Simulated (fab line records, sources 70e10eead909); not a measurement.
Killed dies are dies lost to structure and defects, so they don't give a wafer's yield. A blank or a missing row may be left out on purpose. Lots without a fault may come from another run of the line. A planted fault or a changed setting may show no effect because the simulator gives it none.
Which tool did it? | flow nand_harc | 12 lots, 32 wafers sampled, at 7 steps of a route of 1302

WHAT THE GAUGES READ, wafer by wafer
NHARC_P_GATE_INSPECT_68. Usual: raw_defect_count 209, standard deviation 79.
lot  | measured     | on                | raw_defect_count | flag
L550 | day 5 13:09  | defect_inspect-02 | 220 146 174      |
L551 | day 6 07:31  | defect_inspect-01 | 154 206 168      |
L556 | day 8 08:52  | defect_inspect-02 | 1187 1183        | OFF
L557 | day 8 11:57  | defect_inspect-01 | 1169 1190        | OFF
L563 | day 11 06:57 | defect_inspect-01 | 308 187 202      |
L564 | day 11 23:55 | defect_inspect-02 | 247 160 202      |
L565 | day 12 00:23 | defect_inspect-02 | 151 232 434      |
L566 | day 12 13:54 | defect_inspect-01 | 507 182 177      |
L568 | day 13 10:13 | defect_inspect-01 | 217 118 156      |
L569 | day 13 23:25 | defect_inspect-02 | 349 293 237      |
L570 | day 14 03:29 | defect_inspect-01 | 155 115 200      |
L573 | day 15 04:02 | defect_inspect-01 | 161 157 160      |

NHARC_END_SORT_01. Usual: killed_at_array 52, standard deviation 18; killed_at_other 0.6, standard deviation 0.83; killed_at_periphery 4.3, standard deviation 2.8; killed_dies 57, standard deviation 19; killed_open 3.4, standard deviation 2; killed_short 2.5, standard deviation 1.7.
lot  | measured     | on        | killed_at_array | killed_at_other | killed_at_periphery | killed_dies | killed_open | killed_short | flag
L556 | day 30 14:37 | prober-02 | 45              | 0               | 95                  | 140         | 2           | 0            | OFF
L557 | day 26 10:40 | prober-01 | 54              | 1               | 93                  | 148         | 3           | 1            | OFF
L566 | day 30 18:16 | prober-02 | 66 72 62        | 0 0 0           | 2 5 5               | 68 77 67    | 2 6 5       | 6 4 3        |

WHICH TOOL RAN EACH LOT (tool, then ch and the chambers of the sampled wafers, then the start)
lot  | NHARC_P_GATE_STRIP_75                | NHARC_P_GATE_STRIP_112               | NHARC_P_GATE_RTA_80              | NHARC_P_GATE_RTA_82              | NHARC_P_CONTACT_DEP_30
L550 | plasma_asher-02 ch 0,1, day 5 07:35  | plasma_asher-02 ch 0,1, day 5 09:07  | rtp_anneal-01 ch 0, day 5 12:34  | rtp_anneal-02 ch 0, day 5 13:02  | pecvd-02 ch 0,1,2, day 5 13:20
L551 | plasma_asher-01 ch 0,1, day 6 01:14  | plasma_asher-01 ch 0,1, day 6 02:50  | rtp_anneal-02 ch 0, day 6 06:38  | rtp_anneal-02 ch 0, day 6 07:19  | pecvd-03 ch 1,2, day 6 07:37
L556 | plasma_asher-02 ch 0, day 8 03:21    | plasma_asher-02 ch 1, day 8 04:48    | rtp_anneal-02 ch 0, day 8 08:20  | rtp_anneal-01 ch 0, day 8 08:48  | pecvd-04 ch 2, day 8 11:53
L557 | plasma_asher-02 ch 1, day 8 06:19    | plasma_asher-02 ch 1, day 8 07:53    | rtp_anneal-01 ch 0, day 8 11:26  | rtp_anneal-01 ch 0, day 8 11:53  | pecvd-03 ch 1, day 8 16:28
L563 | plasma_asher-02 ch 0,1, day 11 01:09 | plasma_asher-01 ch 0,1, day 11 02:44 | rtp_anneal-02 ch 0, day 11 06:17 | rtp_anneal-01 ch 0, day 11 06:45 | pecvd-03 ch 0,1, day 11 07:03
L564 | plasma_asher-02 ch 0,1, day 11 18:28 | plasma_asher-02 ch 0,1, day 11 19:51 | rtp_anneal-02 ch 0, day 11 23:19 | rtp_anneal-01 ch 0, day 11 23:47 | pecvd-03 ch 0,1, day 12 00:04
L565 | plasma_asher-01 ch 0, day 11 18:39   | plasma_asher-02 ch 0,1, day 11 20:06 | rtp_anneal-02 ch 0, day 11 23:44 | rtp_anneal-01 ch 0, day 12 00:11 | pecvd-04 ch 0,1,2, day 12 00:29
L566 | plasma_asher-01 ch 0,1, day 12 07:58 | plasma_asher-02 ch 0,1, day 12 09:25 | rtp_anneal-01 ch 0, day 12 13:14 | rtp_anneal-01 ch 0, day 12 13:42 | pecvd-02 ch 1,2, day 12 13:59
L568 | plasma_asher-01 ch 0,1, day 13 04:22 | plasma_asher-01 ch 0,1, day 13 05:43 | rtp_anneal-01 ch 0, day 13 09:36 | rtp_anneal-02 ch 0, day 13 10:04 | pecvd-04 ch 0,1,2, day 13 10:17
L569 | plasma_asher-02 ch 0,1, day 13 17:43 | plasma_asher-01 ch 0,1, day 13 19:13 | rtp_anneal-02 ch 0, day 13 22:47 | rtp_anneal-01 ch 0, day 13 23:14 | pecvd-04 ch 0,2, day 13 23:28
L570 | plasma_asher-01 ch 0,1, day 13 21:49 | plasma_asher-02 ch 0,1, day 13 23:16 | rtp_anneal-02 ch 0, day 14 02:52 | rtp_anneal-01 ch 0, day 14 03:19 | pecvd-03 ch 1,2, day 14 03:34
L573 | plasma_asher-02 ch 0,1, day 14 22:27 | plasma_asher-01 ch 0,1, day 14 23:55 | rtp_anneal-01 ch 0, day 15 03:23 | rtp_anneal-01 ch 0, day 15 03:51 | pecvd-04 ch 0,1,2, day 15 04:07
- NHARC_P_GATE_STRIP_75: strips in O2.
- NHARC_P_GATE_STRIP_112: strips in N2/H2, time 200 s.
- NHARC_P_GATE_RTA_80: time 30 s.
- NHARC_P_GATE_RTA_82: time 30 s.
- NHARC_P_CONTACT_DEP_30: deposits SiNx, target thk 30 nm.

WHAT THE TOOLS THEMSELVES READ (means of the sampled wafers that have a number; where no wafer has one, the mark that the record gives instead)
NHARC_P_GATE_STRIP_75. Usual: drypump_motor_current_A 5.87 A, standard deviation 0.12; heater_power_w 298 W, standard deviation 40; temp_c 250.01 C, standard deviation 0.17.
lot  | tool            | drypump_motor_current_A (A) | heater_power_w (W) | temp_c (C) | flag
L550 | plasma_asher-02 | 5.96                        | 330                | 249.96     |
L551 | plasma_asher-01 | 5.86                        | 274                | 249.98     |
L556 | plasma_asher-02 | 5.84                        | 263                | 250.13     |
L557 | plasma_asher-02 | 6.01                        | 359                | 249.81     |
L563 | plasma_asher-02 | 5.92                        | 306                | 250.04     |
L564 | plasma_asher-02 | 5.90                        | 296                | 250.06     |
L565 | plasma_asher-01 | 5.93                        | 248                | 249.87     |
L566 | plasma_asher-01 | 5.84                        | 267                | 249.98     |
L568 | plasma_asher-01 | 5.77                        | 292                | 250.11     |
L569 | plasma_asher-02 | 5.95                        | 318                | 249.87     |
L570 | plasma_asher-01 | 5.86                        | 273                | 250.05     |
L573 | plasma_asher-02 | 5.91                        | 296                | 250.24     |

NHARC_P_GATE_STRIP_112. Usual: drypump_motor_current_A 5.87 A, standard deviation 0.12; heater_power_w 79 W, standard deviation 11; temp_c 110.01 C, standard deviation 0.16.
lot  | tool            | drypump_motor_current_A (A) | heater_power_w (W) | temp_c (C) | flag
L550 | plasma_asher-02 | 5.96                        | 88                 | 109.95     |
L551 | plasma_asher-01 | 5.76                        | 82                 | 109.90     |
L556 | plasma_asher-02 | 5.99                        | 96                 | 110.03     |
L557 | plasma_asher-02 | 5.99                        | 96                 | 109.73     |
L563 | plasma_asher-01 | 5.77                        | 76                 | 110.17     |
L564 | plasma_asher-02 | 5.97                        | 84                 | 110.05     |
L565 | plasma_asher-02 | 5.97                        | 85                 | 109.94     |
L566 | plasma_asher-02 | 5.91                        | 79                 | 110.05     |
L568 | plasma_asher-01 | 5.77                        | 78                 | 109.79     |
L569 | plasma_asher-01 | 5.84                        | 72                 | 109.91     |
L570 | plasma_asher-02 | 5.90                        | 80                 | 109.95     |
L573 | plasma_asher-01 | 5.78                        | 78                 | 109.99     |

NHARC_P_GATE_RTA_80. Usual: lamp_power_pct 2.11 %, standard deviation 0.093; wafer_temp_C_max 301.9, standard deviation 0.41.
lot  | tool          | lamp_power_pct (%) | wafer_temp_C_max | flag
L550 | rtp_anneal-01 | 2.02               | 301.9            |
L551 | rtp_anneal-02 | 2.21               | 302.3            |
L556 | rtp_anneal-02 | 2.22               | 302.5            |
L557 | rtp_anneal-01 | 2.02               | 301.9            |
L563 | rtp_anneal-02 | 2.21               | 302.4            |
L564 | rtp_anneal-02 | 2.22               | 302.1            |
L565 | rtp_anneal-02 | 2.21               | 302.4            |
L566 | rtp_anneal-01 | 2.02               | 301.7            |
L568 | rtp_anneal-01 | 2.02               | 301.6            |
L569 | rtp_anneal-02 | 2.21               | 302.4            |
L570 | rtp_anneal-02 | 2.22               | 302.5            |
L573 | rtp_anneal-01 | 2.02               | 301.7            |

NHARC_P_GATE_RTA_82. Usual: lamp_power_pct 4.10 %, standard deviation 0.17; wafer_temp_C_max 452.8, standard deviation 0.51.
lot  | tool          | lamp_power_pct (%) | wafer_temp_C_max | flag
L550 | rtp_anneal-02 | 4.34               | 452.5            |
L551 | rtp_anneal-02 | 4.34               | 453.4            |
L556 | rtp_anneal-01 | 3.97               | 452.1            |
L557 | rtp_anneal-01 | 3.97               | 452.1            |
L563 | rtp_anneal-01 | 3.98               | 452.8            |
L564 | rtp_anneal-01 | 3.98               | 452.7            |
L565 | rtp_anneal-01 | 3.98               | 452.9            |
L566 | rtp_anneal-01 | 3.98               | 452.0            |
L568 | rtp_anneal-02 | 4.34               | 452.5            |
L569 | rtp_anneal-01 | 3.98               | 452.9            |
L570 | rtp_anneal-01 | 3.98               | 453.1            |
L573 | rtp_anneal-01 | 3.98               | 452.7            |

NHARC_P_CONTACT_DEP_30. Usual: heater_power_w 695 W, standard deviation 98.
lot  | tool     | heater_power_w (W) | flag
L550 | pecvd-02 | 732                |
L551 | pecvd-03 | 670                |
L556 | pecvd-04 | 677                |
L557 | pecvd-03 | 684                |
L563 | pecvd-03 | 690                |
L564 | pecvd-03 | 756                |
L565 | pecvd-04 | 649                |
L566 | pecvd-02 | 696                |
L568 | pecvd-04 | 704                |
L569 | pecvd-04 | 792                |
L570 | pecvd-03 | 722                |
L573 | pecvd-04 | 703                |

THE ANSWER, worked out from the rows above alone
Rule: a lot is off if the mean of its wafers that have a number lies more than 3 standard deviations from the usual mean. A lot without any number at a reading at which 4 lots or more have one is off too. The other lots that the step has rows for count as sound. The gauges are gone through in route order, then the tools' own readings, and for those a lot's mean is taken as printed above. The first step at which some lot is off is used, and at that step the reading that is off furthest; a lot without a number counts as furthest.
Off: L556, L557, at NHARC_P_GATE_INSPECT_68 (raw_defect_count).
A tool fits if, at a process step before that reading, it ran every lot that is off, and no sound lot after the first of them. The gauges at NHARC_P_GATE_INSPECT_68 aren't tried: what is off there is off at NHARC_END_SORT_01 too, on other tools, and a gauge's error can't cause that. None of those tried fits.

WHAT THE SIMULATOR HAD PUT IN
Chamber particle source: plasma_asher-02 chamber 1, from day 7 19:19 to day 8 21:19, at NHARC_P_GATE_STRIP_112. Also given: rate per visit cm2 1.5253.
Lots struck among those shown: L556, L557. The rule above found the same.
